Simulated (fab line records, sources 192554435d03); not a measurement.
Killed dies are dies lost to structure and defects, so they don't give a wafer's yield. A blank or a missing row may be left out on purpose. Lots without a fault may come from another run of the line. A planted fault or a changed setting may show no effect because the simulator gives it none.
Which tool did it? | flow n5_finfet | 24 lots, 72 wafers sampled, at 2 steps of a route of 1938

WHAT THE GAUGES READ, wafer by wafer
N5_BEOL_M2_INSPECT_59: inspects for defects (darkfield). Usual: raw_defect_count 77, standard deviation 30.
lot  | measured     | on                | raw_defect_count | flag
L074 | day 7 09:52  | defect_inspect-01 | 77 73 55         |
L075 | day 7 12:33  | defect_inspect-02 | 94 86 74         |
L076 | day 7 18:58  | defect_inspect-02 | 60 80 41         |
L077 | day 7 20:49  | defect_inspect-02 | 32 42 38         |
L078 | day 8 00:11  | defect_inspect-01 | 54 41 44         |
L079 | day 8 11:21  | defect_inspect-02 | 110 96 94        |
L081 | day 8 23:53  | defect_inspect-01 | 43 66 53         |
L080 | day 9 06:29  | defect_inspect-02 | 57 55 63         |
L082 | day 9 08:22  | defect_inspect-01 | 82 98 95         |
L084 | day 9 11:44  | defect_inspect-02 | 57 86 75         |
L083 | day 9 13:55  | defect_inspect-02 | 54 75 64         |
L085 | day 9 15:36  | defect_inspect-01 | 60 68 61         |
L086 | day 10 15:46 | defect_inspect-01 | 161 201 75       |
L089 | day 11 03:28 | defect_inspect-01 | 85 82 80         |
L087 | day 11 03:44 | defect_inspect-02 | 119 53 68        |
L090 | day 11 04:00 | defect_inspect-01 | 52 36 93         |
L088 | day 11 07:52 | defect_inspect-02 | 87 94 110        |
L091 | day 11 11:20 | defect_inspect-02 | 77 104 91        |
L092 | day 11 19:20 | defect_inspect-01 | 88 131 53        |
L093 | day 11 23:58 | defect_inspect-01 | 55 69 86         |
L094 | day 12 02:37 | defect_inspect-02 | 107 59 96        |
L095 | day 12 12:29 | defect_inspect-02 | 71 60 59         |
L097 | day 13 02:31 | defect_inspect-01 | 126 119 166      |
L096 | day 13 02:54 | defect_inspect-01 | 64 47 46         |

WHICH TOOL RAN EACH LOT (tool, then ch and the chambers of the sampled wafers, then the start)
lot  | N5_BEOL_M2_SPUTTER_90
L074 | pvd_sputter-01, day 7 08:04
L075 | pvd_sputter-03, day 7 10:49
L076 | pvd_sputter-02, day 7 17:14
L077 | pvd_sputter-02, day 7 19:05
L078 | pvd_sputter-02, day 7 22:28
L079 | pvd_sputter-03, day 8 09:37
L081 | pvd_sputter-01, day 8 21:50
L080 | pvd_sputter-01, day 9 04:44
L082 | pvd_sputter-01, day 9 06:34
L084 | pvd_sputter-01, day 9 10:01
L083 | pvd_sputter-02, day 9 11:55
L085 | pvd_sputter-02, day 9 13:47
L086 | pvd_sputter-01, day 10 13:43
L089 | pvd_sputter-02, day 11 01:44
L087 | pvd_sputter-03, day 11 01:57
L090 | pvd_sputter-01, day 11 01:57
L088 | pvd_sputter-03, day 11 06:07
L091 | pvd_sputter-01, day 11 09:35
L092 | pvd_sputter-03, day 11 17:10
L093 | pvd_sputter-02, day 11 21:56
L094 | pvd_sputter-02, day 11 23:52
L095 | pvd_sputter-02, day 12 10:41
L097 | pvd_sputter-03, day 13 00:26
L096 | pvd_sputter-02, day 13 01:10
- N5_BEOL_M2_SPUTTER_90: material Cu, target thk 4.5 nm, time 8.29 s.

WHAT THE TOOLS THEMSELVES READ (means of the sampled wafers that have a number; where no wafer has one, the mark that the record gives instead)
N5_BEOL_M2_SPUTTER_90. Usual: throttle_valve_pct 30.1 %, standard deviation 1.1.
lot  | tool           | throttle_valve_pct (%) | flag
L074 | pvd_sputter-01 | 30.5                   |
L075 | pvd_sputter-03 | 30.6                   |
L076 | pvd_sputter-02 | 29.1                   |
L077 | pvd_sputter-02 | 29.2                   |
L078 | pvd_sputter-02 | 29.3                   |
L079 | pvd_sputter-03 | 30.1                   |
L081 | pvd_sputter-01 | 30.6                   |
L080 | pvd_sputter-01 | 30.9                   |
L082 | pvd_sputter-01 | 31.1                   |
L084 | pvd_sputter-01 | 30.9                   |
L083 | pvd_sputter-02 | 29.0                   |
L085 | pvd_sputter-02 | 28.6                   |
L086 | pvd_sputter-01 | 30.6                   |
L089 | pvd_sputter-02 | 29.3                   |
L087 | pvd_sputter-03 | 30.9                   |
L090 | pvd_sputter-01 | 30.6                   |
L088 | pvd_sputter-03 | 30.7                   |
L091 | pvd_sputter-01 | 31.3                   |
L092 | pvd_sputter-03 | 30.6                   |
L093 | pvd_sputter-02 | 29.6                   |
L094 | pvd_sputter-02 | 29.6                   |
L095 | pvd_sputter-02 | 29.2                   |
L097 | pvd_sputter-03 | 30.3                   |
L096 | pvd_sputter-02 | 29.8                   |

THE ANSWER, worked out from the rows above alone
Rule: a lot is off if the mean of its wafers that have a number lies more than 3 standard deviations from the usual mean. A lot without any number at a reading at which 4 lots or more have one is off too. The other lots that the step has rows for count as sound. The gauges are gone through in route order, then the tools' own readings, and for those a lot's mean is taken as printed above. The first step at which some lot is off is used, and at that step the reading that is off furthest; a lot without a number counts as furthest.
No lot is off at any reading shown: from this, nothing can be told.

WHAT THE SIMULATOR HAD PUT IN
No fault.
